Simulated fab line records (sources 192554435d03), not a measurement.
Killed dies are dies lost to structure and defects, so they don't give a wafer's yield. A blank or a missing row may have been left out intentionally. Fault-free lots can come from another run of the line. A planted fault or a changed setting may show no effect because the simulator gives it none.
Which tool was responsible? | flow n5_finfet | Sampling: 11 lots, 33 wafers, 4 of 1938 route steps

== WHAT THE GAUGES SHOWED, per wafer ==
N5_BEOL_M7_RS_MEAS_57: measurement is done with a four-point probe.
lot  | measured     | on            | M7_RS (ohm/sq)
L163 | day 11 16:28 | film_metro-01 | 0.281 0.274 0.280
L165 | day 11 23:01 | film_metro-01 | 0.281 0.292 0.299
L164 | day 12 07:17 | film_metro-01 | 0.287 0.291 0.298
L167 | day 12 11:41 | film_metro-02 | 0.286 0.285 0.280
L169 | day 12 17:59 | film_metro-01 | 0.279 0.282 0.279
L170 | day 12 21:38 | film_metro-02 | 0.298 0.290 0.288
L168 | day 13 00:10 | film_metro-01 | 0.289 0.295 0.293
L177 | day 15 09:04 | film_metro-01 | 0.290 0.286 0.292
L178 | day 15 19:09 | film_metro-02 | 0.283 0.281 0.285
L180 | day 15 19:42 | film_metro-02 | 0.289 0.282 0.285
L184 | day 17 00:29 | film_metro-01 | 0.296 0.285 0.278

== TOOL THAT RAN EACH LOT (tool first, then ch and the chambers of the sampled wafers, then the start) ==
lot  | N5_BEOL_M7_PECVD_70             | N5_BEOL_M7_ANNEAL_51             | N5_BEOL_M7_CMP_52
L163 | pecvd-04 ch 0,1,2, day 11 07:08 | rtp_anneal-01 ch 0, day 11 15:43 | cmp-02 ch 1,2,3, day 11 16:02
L165 | pecvd-04 ch 1,2, day 11 15:34   | rtp_anneal-02 ch 0, day 11 22:18 | cmp-03 ch 1,3, day 11 22:38
L164 | pecvd-02 ch 0,1,2, day 12 00:16 | rtp_anneal-01 ch 0, day 12 06:34 | cmp-01 ch 0,1,3, day 12 06:52
L167 | pecvd-02 ch 0,1, day 12 06:10   | rtp_anneal-01 ch 0, day 12 11:03 | cmp-03 ch 0,3, day 12 11:19
L169 | pecvd-02 ch 1,2, day 12 12:02   | rtp_anneal-02 ch 0, day 12 17:16 | cmp-02 ch 0,2, day 12 17:33
L170 | pecvd-02 ch 0,1,2, day 12 15:18 | rtp_anneal-01 ch 0, day 12 20:43 | cmp-02 ch 0,1,3, day 12 21:12
L168 | pecvd-02 ch 0,1,2, day 12 17:05 | rtp_anneal-02 ch 0, day 12 23:21 | cmp-01 ch 0,1,2, day 12 23:49
L177 | pecvd-02 ch 0,2, day 14 22:26   | rtp_anneal-02 ch 0, day 15 08:23 | cmp-01 ch 1,2, day 15 08:38
L178 | pecvd-04 ch 0,2, day 15 10:12   | rtp_anneal-02 ch 0, day 15 18:26 | cmp-02 ch 1,3, day 15 18:46
L180 | pecvd-03 ch 0,1,2, day 15 10:31 | rtp_anneal-02 ch 0, day 15 18:58 | cmp-02 ch 0,2,3, day 15 19:21
L184 | pecvd-03 ch 0,1,2, day 16 19:28 | rtp_anneal-01 ch 0, day 16 23:46 | cmp-02 ch 0,1,3, day 17 00:04
- N5_BEOL_M7_PECVD_70: deposits SiO2 from TEOS/O2, target thk 20 nm, time 22.7 s.
- N5_BEOL_M7_ANNEAL_51: time 90 s.
- N5_BEOL_M7_CMP_52: polishes, stops on SiCOH lowk, t overpolish 6.9 s, target thk 80 nm.

== THE ANSWER, worked out from the rows above alone ==
Rule: the lots themselves supply what counts as usual. Put in order of their means at a reading, lots are off if they are a third of the lots or fewer, leave a main group of 4 or more, and stand apart from it by a gap of 3 or more times the standard deviation of the main group's means; of several such gaps the widest counts. A main group whose means are all the same, to the digits that the tables above print for the reading, isn't used. A lot without any number at a reading at which 4 lots or more have one is off too. Any other lot the step has rows for is counted as sound.
None of the lots is off at any reading shown; this tells nothing.

== WHAT THE SIMULATOR HAD INSERTED ==
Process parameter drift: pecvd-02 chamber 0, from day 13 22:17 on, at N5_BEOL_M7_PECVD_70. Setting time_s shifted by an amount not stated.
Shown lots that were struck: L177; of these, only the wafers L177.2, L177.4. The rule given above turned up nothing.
